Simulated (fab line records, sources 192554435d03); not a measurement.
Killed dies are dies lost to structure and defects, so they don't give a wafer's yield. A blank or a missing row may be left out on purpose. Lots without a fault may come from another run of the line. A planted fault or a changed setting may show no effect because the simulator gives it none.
Which tool did it? | flow n5_finfet | 11 lots, 33 wafers sampled, at 3 steps of a route of 1938

WHAT THE GAUGES READ, wafer by wafer
N5_BEOL_M14_THK_MEAS_01.
lot  | measured     | on            | M14_ILD_THK (nm)
L698 | day 11 20:16 | film_metro-02 | 1118 1141 1134
L700 | day 11 20:55 | film_metro-02 | 1112 1127 1127
L702 | day 12 06:13 | film_metro-02 | 1132 1127 1144
L701 | day 12 06:27 | film_metro-02 | 1114 1120 1142
L703 | day 12 06:34 | film_metro-02 | 1123 1088 1111
L705 | day 13 08:07 | film_metro-02 | 1117 1122 1127
L708 | day 14 03:13 | film_metro-01 | 1115 1126 1123
L709 | day 14 05:52 | film_metro-01 | 1105 1118 1124
L719 | day 16 02:53 | film_metro-01 | 1102 1111 1133
L717 | day 16 12:30 | film_metro-01 | 1117 1135 1139
L721 | day 16 22:04 | film_metro-02 | 1128 1131 1120

N5_BEOL_M14_OVL_MEAS_11.
lot  | measured     | on         | V13_OVL (nm)
L698 | day 11 20:36 | overlay-02 | 6 11 0
L700 | day 11 21:23 | overlay-02 | 17 10 11
L702 | day 12 06:40 | overlay-01 | 5 2 5
L701 | day 12 06:55 | overlay-02 | 8 4 6
L703 | day 12 07:05 | overlay-01 | -4 -3 -8
L705 | day 13 08:27 | overlay-02 | 22 15 21
L708 | day 14 03:40 | overlay-02 | 3 0 -6
L709 | day 14 06:19 | overlay-02 | 14 4 -4
L719 | day 16 03:13 | overlay-01 | 3 5 7
L717 | day 16 12:58 | overlay-01 | 6 10 20
L721 | day 16 22:23 | overlay-02 | 4 14 7

WHICH TOOL RAN EACH LOT (tool, then ch and the chambers of the sampled wafers, then the start)
lot  | N5_BEOL_M14_ILD_DEP_00
L698 | pecvd-03 ch 0,1,2, day 11 20:04
L700 | pecvd-03 ch 0,1, day 11 20:44
L702 | pecvd-01 ch 0,1,2, day 12 06:06
L701 | pecvd-01 ch 0,2, day 12 06:16
L703 | pecvd-02 ch 0,1, day 12 06:23
L705 | pecvd-02 ch 0,2, day 13 07:55
L708 | pecvd-02 ch 1,2, day 14 03:01
L709 | pecvd-02 ch 0,2, day 14 05:40
L719 | pecvd-01 ch 0,1, day 16 02:41
L717 | pecvd-02 ch 1,2, day 16 12:19
L721 | pecvd-01 ch 0,1,2, day 16 21:57
- N5_BEOL_M14_ILD_DEP_00: deposits SiO2 from TEOS/O2, target thk 1119.3 nm, time 237.4 s.

WHAT THE TOOLS THEMSELVES READ (means of the sampled wafers that have a number; where no wafer has one, the mark that the record gives instead)
N5_BEOL_M14_ILD_DEP_00.
lot  | tool     | heater_power_w (W) | showerhead_plenum_p_Torr (Torr) | throttle_valve_pct (%)
L698 | pecvd-03 | 556                | 8.37                            | 18.2
L700 | pecvd-03 | 556                | 8.34                            | 18.4
L702 | pecvd-01 | 567                | 8.32                            | 18.8
L701 | pecvd-01 | 585                | 8.27                            | 18.6
L703 | pecvd-02 | 772                | 8.30                            | 18.8
L705 | pecvd-02 | 775                | 8.30                            | 18.9
L708 | pecvd-02 | 684                | 8.32                            | 17.6
L709 | pecvd-02 | 750                | 8.33                            | 18.4
L719 | pecvd-01 | 605                | 8.37                            | 19.4
L717 | pecvd-02 | 667                | 8.33                            | 17.6
L721 | pecvd-01 | 541                | 8.32                            | 18.9

THE ANSWER, worked out from the rows above alone
Rule: what is usual is taken from the lots themselves. Put in order of their means at a reading, lots are off if they are a third of the lots or fewer, leave a main group of 4 or more, and stand apart from it by a gap of 3 or more times the standard deviation of the main group's means; of several such gaps the widest counts. A main group whose means are all the same, to the digits that the tables above print for the reading, isn't used. A lot without any number at a reading at which 4 lots or more have one is off too. The other lots that the step has rows for count as sound. The gauges are gone through in route order, then the tools' own readings, and for those a lot's mean is taken as printed above. The first step at which some lot is off is used, and at that step the reading that is off furthest; a lot without a number counts as furthest.
No lot is off at any reading shown: from this, nothing can be told.

WHAT THE SIMULATOR HAD PUT IN
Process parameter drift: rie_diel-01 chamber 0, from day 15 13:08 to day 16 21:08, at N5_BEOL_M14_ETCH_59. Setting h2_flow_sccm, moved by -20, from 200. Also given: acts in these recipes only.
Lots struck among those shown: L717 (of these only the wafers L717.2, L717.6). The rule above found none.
